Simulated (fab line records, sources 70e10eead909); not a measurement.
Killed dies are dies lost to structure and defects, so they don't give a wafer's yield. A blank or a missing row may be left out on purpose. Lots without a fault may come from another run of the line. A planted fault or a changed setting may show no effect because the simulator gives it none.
A struck lot beside a sound one | flow nand_harc | 16 steps out of a route of 1302
Sound: wafers L972.2, L972.4, L972.6. Struck: wafer L970.4. (L970.1, L970.6 of the same lot were not struck and are left out.) The cause comes at the end.
At each step with rows: each side's tool, then ch and its chambers, then its first start. Under that, the readings that differ: sound wafers | struck wafers | difference of the means | sigmas: that difference in standard deviations of wafers without a fault.
alike: readings whose means differ by less than 2 such deviations, and words and numbers that are the same on both sides. not compared: withheld readings, readings that some wafer has no value for, bounds like >300 that may hide the same value, and numbers for which the record gives no deviation and whose values overlap.
The two part at a step that has a row with sigmas, a row that says differs or no value, or rows on one side only. Numbers that don't overlap but have no deviation are shown without sigmas and don't part them. A reading that every wafer of one side lacks parts them only if that side has two wafers or more.

NHARC_A_DECK1_JOINT_INSPECT_05:
  sound on defect_inspect-02, day 20 11:42; struck on defect_inspect-01, day 19 19:40
  reading          | sound       | struck | difference | sigmas
  raw_defect_count | 703 722 739 | 395    | -326       | -2
then, 1 step without rows for these wafers: NHARC_A_ONON_D2_DEP_00 (target thk 1000 nm).
NHARC_A_ONON_D2_THK_MEAS_02: measures by ellipsometry.
  sound on film_metro-02, day 20 12:16; struck on film_metro-01, day 19 20:15
  alike: thk_nm
then, 1 step without rows for these wafers: NHARC_A_ONON_D2_DEP_03 (target thk 1000 nm).
NHARC_A_ONON_D2_THK_MEAS_05: measures by ellipsometry.
  sound on film_metro-01, day 20 12:50; struck on film_metro-01, day 19 20:49
  alike: thk_nm
then, 1 step without rows for these wafers: NHARC_A_ONON_D2_DEP_06 (target thk 1000 nm).
NHARC_A_ONON_D2_THK_MEAS_08: measures by ellipsometry.
  sound on film_metro-01, day 20 13:24; struck on film_metro-01, day 19 21:23
  alike: thk_nm
then, 1 step without rows for these wafers: NHARC_A_ONON_D2_DEP_09 (target thk 1000 nm).
NHARC_A_ONON_D2_THK_MEAS_11: measures by ellipsometry.
  sound on film_metro-02, day 20 13:58; struck on film_metro-01, day 19 21:58
  alike: thk_nm
then, 1 step without rows for these wafers: NHARC_A_ONON_D2_DEP_12 (target thk 1000 nm).
NHARC_A_ONON_D2_THK_MEAS_14: measures by ellipsometry.
  sound on film_metro-01, day 20 14:32; struck on film_metro-02, day 19 22:32
  alike: thk_nm
then, 1 step without rows for these wafers: NHARC_A_ONON_D2_ANNEAL_15 (time 3600 s).
NHARC_A_ONON_D2_DEP_16: target thk 1000 nm.
  sound on pecvd_onon-01 ch 0, day 20 23:46; struck on pecvd_onon-02 ch 0, day 20 07:18
NHARC_A_ONON_D2_THK_MEAS_18: measures by ellipsometry.
  sound on film_metro-02, day 21 00:13; struck on film_metro-01, day 20 07:49
  reading     | sound          | struck | difference | sigmas
  thk_nm (nm) | 1006 1006 1007 | 1506   | +500       | +64
then, 1 step without rows for these wafers: NHARC_A_ONON_D2_DEP_19 (target thk 1000 nm).
-- the record jumps here: 12 days lie between the struck wafers' starts before and after (it left off in module A_ONON_D2 and takes up again in module END, whose first step shown is number 1302 of the route) --
NHARC_END_SORT_01:
  the record has rows for the struck wafers here (prober-01 ch 0, day 31 20:49) and none for the sound ones

WHERE THEY PART
First at NHARC_A_DECK1_JOINT_INSPECT_05; last, within this record, at NHARC_END_SORT_01.

WHY: what the simulator had put in
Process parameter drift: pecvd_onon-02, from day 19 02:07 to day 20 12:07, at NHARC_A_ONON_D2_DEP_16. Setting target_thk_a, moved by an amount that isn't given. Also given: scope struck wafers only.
